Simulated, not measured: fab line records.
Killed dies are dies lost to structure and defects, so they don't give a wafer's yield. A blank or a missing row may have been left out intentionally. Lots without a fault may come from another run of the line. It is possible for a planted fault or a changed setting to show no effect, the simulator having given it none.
Problem report, 8D (eight disciplines) form, completed by code | flow nand harc | the parts of the form that need people (team, actions taken, sign-off) are left out

1. THE PROBLEM
Mean of killed at periphery at NHARC_END_SORT_01: 72.5 across 6 wafers in 2 lots; on wafers with no fault it is 3.2 (standard deviation 2.1). That puts it +33 standard deviations away from the usual mean.
The first sign was on wafer L954.3 at day 28 06:17, on prober-01. The record has a number at this step for 18 wafers belonging to 6 lots. Rule for "out" (also "out of limits"): further than 4 standard deviations from the usual mean. All remaining wafers that have a number are taken as sound.

2. WHAT THIS IS AND IS NOT
question                    | is                     | is not
which readings at this step | killed at periphery    | killed at array, killed short
which lots                  | L954, L956             | L960, L961, L962, L963
which wafers of those lots  | all that have a number | -
read on which gauges        | prober-01              | -
when                        | from day 28 06:17      | up to then (0 sound wafers); but 12 sound wafers of L960, L961, L962, L963 came after

3. WHAT RULES OUT EACH SUSPECT
Counting: any tool at a process step up to the reading is kept as a suspect provided that every lot that is out went through it and no sound lot did after the first of them.
- the gauge at NHARC_END_SORT_01: kept. All the wafers that are out were read on prober-01, and no step on other tools shows them out.
- pvd sputter-03 at NHARC_P_M2_PVD_21 (deposits Cu, target thk 30 nm, time 20.49 s): kept. It ran every lot that is out, first L954 (day 10 10:23), and no sound lot after that.
- pvd sputter-03 at NHARC_THIN_TSV_PRE_CLEAN_50 (time 30 s): ruled out as a lasting fault. Following L954 (day 27 20:03), the first lot on it that is out, the sound lots L961 were run on it. NHARC_THIN_TSV_PRE_CLEAN_50 gives no start for some lots, so the hours and the order of its lots are those of NHARC_THIN_TSV_ETCH_36.
- rie metal-02 at NHARC_THIN_TSV_ETCH_36 (etches the open film in Cl2/BCl3, target depth 65 nm, time 18.571 s): ruled out as a lasting fault. Following L954 (day 27 20:03), the first lot on it that is out, the sound lots L962, L963 were run on it.
After counting, pvd sputter-03 at NHARC_P_M2_PVD_21 and prober-01 at NHARC_END_SORT_01 remain.

4. THE CAUSE (what the simulator had put in)
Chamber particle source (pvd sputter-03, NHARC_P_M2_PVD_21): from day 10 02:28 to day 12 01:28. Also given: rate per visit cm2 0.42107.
This tool is one of the 2 suspects left after counting.

5. THE EFFECT CHAIN, in route order
Rows list readings where the struck wafers' mean (over those with a number) sits beyond 3 standard deviations from the usual. Scope: only readings with a usual standard deviation given in the record; hours: median across lots of the time from each lot's start at the first step in this table that gives one to its start at this step; sigmas: change in usual standard deviations.
hours | step              | reading              | usual | on struck wafers | change | sigmas
0     | NHARC_END_SORT_01 | defect limited yield | 91 %  | 80               | -11    | -3.8
0     | NHARC_END_SORT_01 | killed at periphery  | 3.2   | 72.5             | +69.3  | +33
0     | NHARC_END_SORT_01 | killed dies          | 63    | 136              | +74    | +3.5

6. HOW IT WOULD HAVE BEEN CAUGHT EARLIER
436 hours passed between the start of the fault at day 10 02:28 and the first reading out of limits at a measuring or inspecting step in this record, taken at day 28 06:17.
Tool readings at NHARC_P_M2_PVD_21 with a usual standard deviation given in the record: none out on any struck wafer, hence no alarm at a limit of 4 standard deviations on them.
By day 28 06:17, every lot that is out (2) had started NHARC_P_M2_PVD_21 on pvd sputter-03. Tool hold at that time: it would have spared none of them.
